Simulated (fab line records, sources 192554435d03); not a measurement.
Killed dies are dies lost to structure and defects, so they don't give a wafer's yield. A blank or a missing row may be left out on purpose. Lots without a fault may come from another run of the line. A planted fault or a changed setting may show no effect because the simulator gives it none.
Which tool did it? | flow n5_finfet | 24 lots, 72 wafers sampled, at 6 steps of a route of 1938

WHAT THE GAUGES READ, wafer by wafer
N5_BEOL_M9_INSPECT_30: inspects for defects (brightfield).
lot  | measured     | on                | raw_defect_count
L074 | day 9 18:10  | defect_inspect-01 | 443 397 309
L075 | day 10 11:19 | defect_inspect-02 | 397 321 366
L077 | day 10 13:32 | defect_inspect-01 | 503 493 325
L076 | day 10 13:42 | defect_inspect-01 | 485 577 566
L079 | day 10 13:44 | defect_inspect-01 | 304 328 211
L078 | day 10 16:26 | defect_inspect-01 | 378 321 351
L080 | day 11 08:28 | defect_inspect-01 | 317 386 349
L082 | day 11 16:32 | defect_inspect-01 | 460 355 447
L081 | day 11 19:40 | defect_inspect-01 | 493 377 492
L083 | day 12 01:56 | defect_inspect-01 | 466 452 465
L085 | day 12 14:23 | defect_inspect-01 | 365 397 419
L086 | day 12 23:13 | defect_inspect-02 | 344 435 579
L084 | day 13 03:30 | defect_inspect-01 | 371 404 315
L088 | day 13 05:44 | defect_inspect-01 | 449 403 472
L087 | day 13 12:04 | defect_inspect-01 | 512 434 485
L089 | day 13 13:51 | defect_inspect-01 | 482 337 250
L091 | day 13 18:40 | defect_inspect-02 | 350 455 302
L090 | day 13 20:29 | defect_inspect-01 | 686 422 324
L093 | day 14 07:40 | defect_inspect-01 | 432 413 506
L092 | day 14 17:28 | defect_inspect-02 | 463 532 517
L094 | day 15 06:27 | defect_inspect-02 | 216 321 195
L095 | day 15 09:01 | defect_inspect-01 | 570 443 444
L096 | day 15 13:05 | defect_inspect-02 | 380 507 410
L097 | day 15 20:43 | defect_inspect-01 | 370 417 499

N5_BEOL_M10_THK_MEAS_01.
lot  | measured     | on            | M10_ILD_THK (nm)
L074 | day 10 00:11 | film_metro-01 | 267 264 269
L075 | day 10 15:03 | film_metro-01 | 266 269 271
L077 | day 10 17:28 | film_metro-01 | 267 269 273
L076 | day 10 18:02 | film_metro-01 | 268 274 273
L079 | day 10 18:19 | film_metro-01 | 266 270 272
L078 | day 10 21:16 | film_metro-02 | 269 271 273
L080 | day 11 13:04 | film_metro-01 | 267 269 272
L082 | day 11 21:46 | film_metro-01 | 266 271 269
L081 | day 11 23:23 | film_metro-02 | 267 270 269
L083 | day 12 06:25 | film_metro-01 | 270 272 271
L085 | day 12 19:11 | film_metro-01 | 267 275 274
L086 | day 13 02:46 | film_metro-02 | 263 266 265
L084 | day 13 08:28 | film_metro-02 | 267 265 270
L088 | day 13 09:47 | film_metro-02 | 267 267 268
L087 | day 13 15:45 | film_metro-01 | 266 265 267
L089 | day 13 18:06 | film_metro-01 | 266 270 269
L091 | day 13 22:23 | film_metro-02 | 271 268 268
L090 | day 14 01:56 | film_metro-01 | 270 268 269
L093 | day 14 11:41 | film_metro-02 | 269 273 273
L092 | day 14 21:37 | film_metro-02 | 266 268 273
L094 | day 15 10:54 | film_metro-02 | 269 270 275
L095 | day 15 13:13 | film_metro-01 | 265 272 271
L096 | day 15 19:08 | film_metro-01 | 264 268 271
L097 | day 16 00:16 | film_metro-02 | 267 268 271

WHICH TOOL RAN EACH LOT (tool, then ch and the chambers of the sampled wafers, then the start)
lot  | N5_BEOL_M9_DESCUM_16               | N5_BEOL_M9_DESCUM_33               | N5_BEOL_M9_ETCH_41                            | N5_BEOL_M10_ILD_DEP_00
L074 | rie_diel-01 ch 0,2,3, day 9 17:17  | rie_diel-01 ch 0,2,3, day 9 18:36  | rie_diel-01 ch 0,2,3, day 9 23:35 or earlier  | pecvd-01 ch 0,2, day 9 23:35
L075 | rie_diel-02 ch 0,3, day 10 08:41   | rie_diel-01 ch 1,3, day 10 11:21   | rie_diel-01 ch 1,3, day 10 14:18 or earlier   | pecvd-04 ch 0,1, day 10 14:18
L077 | rie_diel-02 ch 0,2,3, day 10 12:41 | rie_diel-03 ch 0,1,3, day 10 13:35 | rie_diel-03 ch 0,1,3, day 10 16:53 or earlier | pecvd-04 ch 0,1, day 10 16:53
L076 | rie_diel-03 ch 0,1, day 10 12:50   | rie_diel-03 ch 1,3, day 10 14:00   | rie_diel-03 ch 1,3, day 10 17:26 or earlier   | pecvd-04 ch 0,1,2, day 10 17:26
L079 | rie_diel-01 ch 1,2,3, day 10 12:51 | rie_diel-01 ch 0,1, day 10 14:04   | rie_diel-01 ch 0,1, day 10 17:41 or earlier   | pecvd-01 ch 0,2, day 10 17:41
L078 | rie_diel-02 ch 0,2, day 10 15:23   | rie_diel-03 ch 0,1,3, day 10 16:28 | rie_diel-03 ch 0,1,3, day 10 20:41 or earlier | pecvd-04 ch 0,1,2, day 10 20:41
L080 | rie_diel-03 ch 1,3, day 11 05:59   | rie_diel-03 ch 1,3, day 11 08:47   | rie_diel-03 ch 1,3, day 11 12:00 or earlier   | pecvd-03 ch 0,1,2, day 11 12:00
L082 | rie_diel-02 ch 1,2, day 11 15:29   | rie_diel-01 ch 1,2,3, day 11 16:35 | rie_diel-01 ch 1,2,3, day 11 21:10 or earlier | pecvd-01 ch 0,1,2, day 11 21:10
L081 | rie_diel-01 ch 0,1,3, day 11 16:10 | rie_diel-03 ch 1,2, day 11 19:41   | rie_diel-03 ch 1,2, day 11 22:47 or earlier   | pecvd-03 ch 1,2, day 11 22:47
L083 | rie_diel-02 ch 0,1,2, day 12 01:02 | rie_diel-01 ch 0,1,3, day 12 01:58 | rie_diel-01 ch 0,1,3, day 12 05:20 or earlier | pecvd-01 ch 0,1, day 12 05:20
L085 | rie_diel-03 ch 0,1,2, day 12 12:47 | rie_diel-02 ch 1,2, day 12 14:25   | rie_diel-02 ch 1,2, day 12 17:45 or earlier   | pecvd-01 ch 1,2, day 12 17:45
L086 | rie_diel-03 ch 0,1,2, day 12 22:02 | rie_diel-01 ch 1,2, day 12 23:16   | rie_diel-01 ch 1,2, day 13 02:11 or earlier   | pecvd-03 ch 0,1, day 13 02:11
L084 | rie_diel-02 ch 0,3, day 13 00:38   | rie_diel-01 ch 0,2, day 13 03:32   | rie_diel-01 ch 0,2, day 13 07:52 or earlier   | pecvd-03 ch 0,1,2, day 13 07:52
L088 | rie_diel-01 ch 0,2,3, day 13 04:40 | rie_diel-01 ch 0,1,3, day 13 05:46 | rie_diel-01 ch 0,1,3, day 13 09:07 or earlier | pecvd-01 ch 2, day 13 09:07
L087 | rie_diel-02 ch 1,2,3, day 13 09:39 | rie_diel-03 ch 0,1,3, day 13 12:06 | rie_diel-03 ch 0,1,3, day 13 15:07 or earlier | pecvd-03 ch 0,1,2, day 13 15:07
L089 | rie_diel-02 ch 1,3, day 13 12:11   | rie_diel-01 ch 1,3, day 13 13:53   | rie_diel-01 ch 1,3, day 13 17:29 or earlier   | pecvd-01 ch 0,2, day 13 17:29
L091 | rie_diel-01 ch 1,2,3, day 13 16:17 | rie_diel-02 ch 0,1,2, day 13 18:46 | rie_diel-02 ch 0,1,2, day 13 21:46 or earlier | pecvd-04 ch 0,1,2, day 13 21:46
L090 | rie_diel-01 ch 1,3, day 13 19:18   | rie_diel-03 ch 0,1,3, day 13 20:31 | rie_diel-03 ch 0,1,3, day 14 01:21 or earlier | pecvd-01 ch 1,2, day 14 01:21
L093 | rie_diel-02 ch 0,1,3, day 14 05:59 | rie_diel-02 ch 0,1,3, day 14 07:42 | rie_diel-02 ch 0,1,3, day 14 11:06 or earlier | pecvd-04 ch 0,1, day 14 11:06
L092 | rie_diel-03 ch 0,1, day 14 15:04   | rie_diel-01 ch 0,1,2, day 14 17:30 | rie_diel-01 ch 0,1,2, day 14 20:59 or earlier | pecvd-01 ch 0,2, day 14 20:59
L094 | rie_diel-01 ch 0,2,3, day 15 05:31 | rie_diel-02 ch 0,1,2, day 15 06:31 | rie_diel-02 ch 0,1,2, day 15 10:19 or earlier | pecvd-01 ch 0,2, day 15 10:19
L095 | rie_diel-01 ch 2,3, day 15 07:32   | rie_diel-01 ch 1,3, day 15 09:02   | rie_diel-01 ch 1,3, day 15 12:36 or earlier   | pecvd-04 ch 0,2, day 15 12:36
L096 | rie_diel-01 ch 1,3, day 15 12:13   | rie_diel-02 ch 0,2, day 15 13:35   | rie_diel-02 ch 0,2, day 15 18:32 or earlier   | pecvd-04 ch 0,1, day 15 18:32
L097 | rie_diel-01 ch 0,1,3, day 15 19:47 | rie_diel-03 ch 0,3, day 15 20:46   | rie_diel-03 ch 0,3, day 15 23:41 or earlier   | pecvd-01 ch 0,1,2, day 15 23:41
- N5_BEOL_M9_DESCUM_16: chemistry O2, time 7.9 s.
- N5_BEOL_M9_DESCUM_33: chemistry O2, time 7 s.
- N5_BEOL_M9_ETCH_41: etches SiCN in CH3F/O2, target depth 36.6 nm, time 70.1 s.
- N5_BEOL_M10_ILD_DEP_00: deposits SiCOH lowk from DEMS/porogen, target thk 308.51 nm, time 58 s.

WHAT THE TOOLS THEMSELVES READ (means of the sampled wafers that have a number; where no wafer has one, the mark that the record gives instead)
N5_BEOL_M9_DESCUM_16.
lot  | tool        | bias_power_w (W) | drypump_motor_current_A (A) | oes_product_au (a.u.) | rf_vpp_V (V) | showerhead_plenum_p_Torr (Torr) | throttle_valve_pct (%)
L074 | rie_diel-01 | 19.99            | 5.4                         | 0.85                  | 243.4        | 2.13                            | 20.36
L075 | rie_diel-02 | 19.97            | 5.3                         | 0.71                  | 244.1        | 2.15                            | 20.41
L077 | rie_diel-02 | 19.96            | 5.3                         | 0.75                  | 244.5        | 2.11                            | 20.36
L076 | rie_diel-03 | 19.97            | 6.4                         | 0.78                  | 242.8        | 2.12                            | 20.29
L079 | rie_diel-01 | 19.97            | 5.4                         | 0.81                  | 243.2        | 2.09                            | 20.31
L078 | rie_diel-02 | 19.98            | 5.8                         | 0.76                  | 243.7        | 2.12                            | 20.18
L080 | rie_diel-03 | 19.96            | 6.3                         | 0.77                  | 244.0        | 2.14                            | 20.44
L082 | rie_diel-02 | 20.00            | 5.6                         | 0.91                  | 242.6        | 2.04                            | 20.46
L081 | rie_diel-01 | 20.00            | 5.7                         | 0.81                  | 244.2        | 2.14                            | 20.44
L083 | rie_diel-02 | 20.02            | 5.6                         | 0.83                  | 242.3        | 2.08                            | 20.35
L085 | rie_diel-03 | 19.97            | 6.2                         | 0.81                  | 244.3        | 2.14                            | 20.23
L086 | rie_diel-03 | 20.00            | 6.2                         | 0.81                  | 243.8        | 2.13                            | 20.24
L084 | rie_diel-02 | 20.04            | 5.7                         | 0.80                  | 244.5        | 2.15                            | 20.14
L088 | rie_diel-01 | 19.92            | 5.4                         | 0.82                  | 243.7        | 2.12                            | 20.40
L087 | rie_diel-02 | 20.03            | 5.2                         | 0.88                  | 243.2        | 2.06                            | 20.40
L089 | rie_diel-02 | 19.98            | 5.5                         | 0.93                  | 243.1        | 2.07                            | 20.41
L091 | rie_diel-01 | 19.98            | 5.4                         | 0.79                  | 243.0        | 2.08                            | 20.34
L090 | rie_diel-01 | 20.06            | 5.6                         | 0.81                  | 243.1        | 2.11                            | 20.41
L093 | rie_diel-02 | 19.98            | 5.6                         | 0.85                  | 243.4        | 2.11                            | 20.27
L092 | rie_diel-03 | 19.96            | 6.3                         | 0.76                  | 243.4        | 2.11                            | 20.34
L094 | rie_diel-01 | 19.99            | 5.4                         | 0.80                  | 243.2        | 2.11                            | 20.42
L095 | rie_diel-01 | 20.01            | 5.3                         | 0.82                  | 242.4        | 2.08                            | 20.36
L096 | rie_diel-01 | 19.98            | 5.6                         | 0.76                  | 243.7        | 2.09                            | 20.44
L097 | rie_diel-01 | 20.07            | 5.7                         | 0.78                  | 243.7        | 2.13                            | 20.49

N5_BEOL_M9_DESCUM_33.
lot  | tool        | bias_power_w (W) | drypump_motor_current_A (A) | oes_product_au (a.u.) | rf_vpp_V (V) | showerhead_plenum_p_Torr (Torr) | throttle_valve_pct (%)
L074 | rie_diel-01 | 20.03            | 5.4                         | 0.84                  | 244.6        | 2.13                            | 20.36
L075 | rie_diel-01 | 19.98            | 5.6                         | 0.83                  | 243.5        | 2.12                            | 20.38
L077 | rie_diel-03 | 20.06            | 6.0                         | 0.83                  | 244.2        | 2.11                            | 20.25
L076 | rie_diel-03 | 20.05            | 6.3                         | 0.77                  | 244.1        | 2.14                            | 20.43
L079 | rie_diel-01 | 19.94            | 5.7                         | 0.79                  | 243.8        | 2.14                            | 20.44
L078 | rie_diel-03 | 20.00            | 6.0                         | 0.84                  | 243.5        | 2.11                            | 20.25
L080 | rie_diel-03 | 19.97            | 6.0                         | 0.82                  | 243.1        | 2.14                            | 20.39
L082 | rie_diel-01 | 20.02            | 5.4                         | 0.81                  | 242.1        | 2.08                            | 20.33
L081 | rie_diel-03 | 19.97            | 6.5                         | 0.81                  | 244.6        | 2.19                            | 20.31
L083 | rie_diel-01 | 19.91            | 5.7                         | 0.81                  | 244.4        | 2.14                            | 20.46
L085 | rie_diel-02 | 20.00            | 5.6                         | 0.88                  | 242.9        | 2.04                            | 20.48
L086 | rie_diel-01 | 20.02            | 5.2                         | 0.78                  | 242.2        | 2.04                            | 20.28
L084 | rie_diel-01 | 19.98            | 5.1                         | 0.80                  | 244.0        | 2.08                            | 20.34
L088 | rie_diel-01 | 19.93            | 5.7                         | 0.80                  | 243.5        | 2.14                            | 20.48
L087 | rie_diel-03 | 19.96            | 6.0                         | 0.81                  | 243.2        | 2.11                            | 20.29
L089 | rie_diel-01 | 19.96            | 5.6                         | 0.78                  | 242.9        | 2.10                            | 20.42
L091 | rie_diel-02 | 20.05            | 5.7                         | 0.80                  | 242.8        | 2.07                            | 20.35
L090 | rie_diel-03 | 20.05            | 6.0                         | 0.81                  | 243.2        | 2.11                            | 20.28
L093 | rie_diel-02 | 19.97            | 5.6                         | 0.85                  | 243.3        | 2.11                            | 20.28
L092 | rie_diel-01 | 20.00            | 5.4                         | 0.77                  | 244.1        | 2.10                            | 20.42
L094 | rie_diel-02 | 19.95            | 5.7                         | 0.80                  | 243.1        | 2.07                            | 20.38
L095 | rie_diel-01 | 19.99            | 5.6                         | 0.77                  | 244.1        | 2.09                            | 20.43
L096 | rie_diel-02 | 20.07            | 5.4                         | 0.75                  | 243.0        | 2.06                            | 20.38
L097 | rie_diel-03 | 19.98            | 5.7                         | 0.85                  | 242.2        | 2.07                            | 20.13

N5_BEOL_M9_ETCH_41.
lot  | tool        | drypump_motor_current_A (A) | oes_product_au (a.u.) | rf_vpp_V (V) | showerhead_plenum_p_Torr (Torr) | throttle_valve_pct (%)
L074 | rie_diel-01 | 5.4                         | 0.85                  | 298.1        | 2.03                            | 16.21
L075 | rie_diel-01 | 5.6                         | 0.84                  | 298.2        | 2.03                            | 16.23
L077 | rie_diel-03 | 6.0                         | 0.84                  | 297.7        | 2.02                            | 16.14
L076 | rie_diel-03 | 6.3                         | 0.77                  | 299.5        | 2.05                            | 16.34
L079 | rie_diel-01 | 5.7                         | 0.79                  | 298.0        | 2.04                            | 16.31
L078 | rie_diel-03 | 6.0                         | 0.84                  | 297.8        | 2.02                            | 16.14
L080 | rie_diel-03 | 6.0                         | 0.82                  | 298.4        | 2.04                            | 16.27
L082 | rie_diel-01 | 5.4                         | 0.82                  | 296.4        | 1.99                            | 16.19
L081 | rie_diel-03 | 6.5                         | 0.79                  | 298.7        | 2.09                            | 16.25
L083 | rie_diel-01 | 5.7                         | 0.81                  | 297.9        | 2.05                            | 16.32
L085 | rie_diel-02 | 5.5                         | 0.88                  | 296.7        | 1.95                            | 16.37
L086 | rie_diel-01 | 5.2                         | 0.78                  | 296.6        | 1.95                            | 16.15
L084 | rie_diel-01 | 5.2                         | 0.80                  | 297.3        | 1.99                            | 16.21
L088 | rie_diel-01 | 5.7                         | 0.80                  | 298.5        | 2.05                            | 16.34
L087 | rie_diel-03 | 6.0                         | 0.81                  | 296.7        | 2.01                            | 16.17
L089 | rie_diel-01 | 5.6                         | 0.78                  | 297.6        | 2.01                            | 16.30
L091 | rie_diel-02 | 5.6                         | 0.81                  | 296.9        | 1.98                            | 16.27
L090 | rie_diel-03 | 6.0                         | 0.80                  | 297.0        | 2.01                            | 16.17
L093 | rie_diel-02 | 5.6                         | 0.85                  | 297.8        | 2.02                            | 16.19
L092 | rie_diel-01 | 5.4                         | 0.78                  | 297.5        | 2.01                            | 16.29
L094 | rie_diel-02 | 5.7                         | 0.79                  | 296.7        | 1.98                            | 16.30
L095 | rie_diel-01 | 5.6                         | 0.77                  | 298.2        | 2.00                            | 16.32
L096 | rie_diel-02 | 5.4                         | 0.75                  | 296.8        | 1.97                            | 16.30
L097 | rie_diel-03 | 5.6                         | 0.84                  | 297.0        | 1.97                            | 16.01

N5_BEOL_M10_ILD_DEP_00.
lot  | tool     | heater_power_w (W) | showerhead_plenum_p_Torr (Torr) | throttle_valve_pct (%)
L074 | pecvd-01 | 326                | 5.742                           | 13.7
L075 | pecvd-04 | 323                | 5.757                           | 13.3
L077 | pecvd-04 | 369                | 5.746                           | 13.0
L076 | pecvd-04 | 323                | 5.751                           | 13.1
L079 | pecvd-01 | 315                | 5.745                           | 14.3
L078 | pecvd-04 | 319                | 5.745                           | 13.1
L080 | pecvd-03 | 334                | 5.765                           | 13.3
L082 | pecvd-01 | 282                | 5.740                           | 13.8
L081 | pecvd-03 | 331                | 5.742                           | 13.6
L083 | pecvd-01 | 307                | 5.752                           | 14.0
L085 | pecvd-01 | 276                | 5.734                           | 13.5
L086 | pecvd-03 | 290                | 5.752                           | 13.4
L084 | pecvd-03 | 328                | 5.756                           | 13.5
L088 | pecvd-01 | 279                | 5.733                           | 13.2
L087 | pecvd-03 | 335                | 5.749                           | 13.3
L089 | pecvd-01 | 303                | 5.754                           | 13.8
L091 | pecvd-04 | 314                | 5.744                           | 13.4
L090 | pecvd-01 | 302                | 5.739                           | 13.6
L093 | pecvd-04 | 332                | 5.748                           | 13.4
L092 | pecvd-01 | 333                | 5.747                           | 14.4
L094 | pecvd-01 | 290                | 5.743                           | 14.0
L095 | pecvd-04 | 311                | 5.751                           | 13.7
L096 | pecvd-04 | 336                | 5.748                           | 13.1
L097 | pecvd-01 | 290                | 5.739                           | 14.1

THE ANSWER, worked out from the rows above alone
Rule: what is usual is taken from the lots themselves. Put in order of their means at a reading, lots are off if they are a third of the lots or fewer, leave a main group of 4 or more, and stand apart from it by a gap of 3 or more times the standard deviation of the main group's means; of several such gaps the widest counts. A main group whose means are all the same, to the digits that the tables above print for the reading, isn't used. A lot without any number at a reading at which 4 lots or more have one is off too. The other lots that the step has rows for count as sound. The gauges are gone through in route order, then the tools' own readings, and for those a lot's mean is taken as printed above. The first step at which some lot is off is used, and at that step the reading that is off furthest; a lot without a number counts as furthest.
No lot is off at any reading shown: from this, nothing can be told.

WHAT THE SIMULATOR HAD PUT IN
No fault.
